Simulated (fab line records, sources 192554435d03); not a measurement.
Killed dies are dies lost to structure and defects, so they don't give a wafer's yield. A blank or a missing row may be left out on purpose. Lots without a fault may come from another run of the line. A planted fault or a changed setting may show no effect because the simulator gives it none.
Split-lot experiment | flow n5_finfet | 7 lots, 14 wafers read, on a route of 1938 steps

THE SPLIT
At N5_BEOL_M2_SPUTTER_48 (material Cu, target thk 4.5 nm, time 8.29 s), the setting time_s was moved away from the recipe's 8.29 s on 3 of the 14 wafers read, by -11.4% to +9.9%. The other wafers ran this setting at the recipe's value.

The reading is taken at the split's own step.

THE READING
Cu_of_BEOL_M2_SPUTTER_48.thk_nm (the simulator's own value, which no gauge read), in nm, at N5_BEOL_M2_SPUTTER_48 (material Cu, target thk 4.5 nm, time 8.29 s). The file gives no usual value for it. The 11 wafers here that ran the recipe average 4.5 nm, standard deviation 0.096 nm.

wafer  | tool, chamber at the split | time_s as run, s | against the recipe | Cu_of_BEOL_M2_SPUTTER_48.thk_nm, nm | against lot-mates on the recipe
L074.2 | pvd_sputter-02, -          | 8.29             | recipe             | 4.6                                 | -
L083.3 | pvd_sputter-03, -          | 8.29             | recipe             | 4.6                                 | -
L090.3 | pvd_sputter-03, -          | 8.29             | recipe             | 4.6                                 | -
L090.4 | pvd_sputter-03, -          | 8.29             | recipe             | 4.6                                 | -
L090.5 | pvd_sputter-03, -          | 8.954            | +8.0%              | 5                                   | +0.4
L092.1 | pvd_sputter-03, -          | 8.29             | recipe             | 4.6                                 | -
L092.2 | pvd_sputter-03, -          | 8.29             | recipe             | 4.4                                 | -
L092.3 | pvd_sputter-03, -          | 8.29             | recipe             | 4.4                                 | -
L089.3 | pvd_sputter-02, -          | 7.347            | -11.4%             | 3.8                                 | no lot-mate on the recipe
L093.3 | pvd_sputter-01, -          | 8.29             | recipe             | 4.6                                 | -
L093.5 | pvd_sputter-01, -          | 9.11             | +9.9%              | 5                                   | +0.4
L095.4 | pvd_sputter-01, -          | 8.29             | recipe             | 4.4                                 | -
L095.6 | pvd_sputter-01, -          | 8.29             | recipe             | 4.4                                 | -
L095.5 | pvd_sputter-01, -          | 8.29             | recipe             | 4.6                                 | -

THE FIT
A straight line over all 14 wafers: Cu_of_BEOL_M2_SPUTTER_48.thk_nm changes by +0.0577 nm for each +1% of time_s; r = +0.95; the points scatter about the line by 0.098 nm.
The same after taking each lot's own level away (the mean of its wafers on the recipe; 13 wafers): +0.0441 nm for each +1%; r = +0.91; scatter 0.072 nm.
On that fit, the largest move of time_s shifts the reading by 0.5 nm.
The lots' own levels span 4.47 to 4.60 nm, that is 1.4 times the standard deviation above.
So the lot-to-lot level changes the slope: the two fits differ.
Check: with one of the wafers moved furthest among these (+9.9%) left out of the fit, the line predicts +0.494 nm for it against its lot-mates. It came out at +0.4 nm against them.

OTHER SPLITS ON THESE WAFERS
These wafers also went through other splits before the reading. Each is held against what the fit with the lots' levels taken away leaves over:
other split on the same wafers            | wafers away from the commonest value | r with Cu_of_BEOL_M2_SPUTTER_48.thk_nm (lot level and that fit taken away)
N5_GATE_CUT_COAT_27 spin_rpm              | 3                                    | +0.13
N5_MOL_CONTACT_COAG_ETCH_105 bias_w       | 5                                    | +0.04
N5_MOL_CONTACT_COAG_COAT_62 spin_rpm      | 3                                    | +0.39
N5_BEOL_M0_TRENCH_ETCH_107 target_depth_a | 5                                    | -0.30
N5_BEOL_M1_ETCH_64 time_s                 | 4                                    | +0.00
N5_BEOL_M2_DESCUM_16 time_s               | 4                                    | +0.02
N5_BEOL_M2_ETCH_64 bias_w                 | 1                                    | +0.00

THE FILE'S OWN FIT
Cu_of_BEOL_M2_SPUTTER_48.thk_nm changes by +0.0449 nm for each +1% of time_s, r = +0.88.
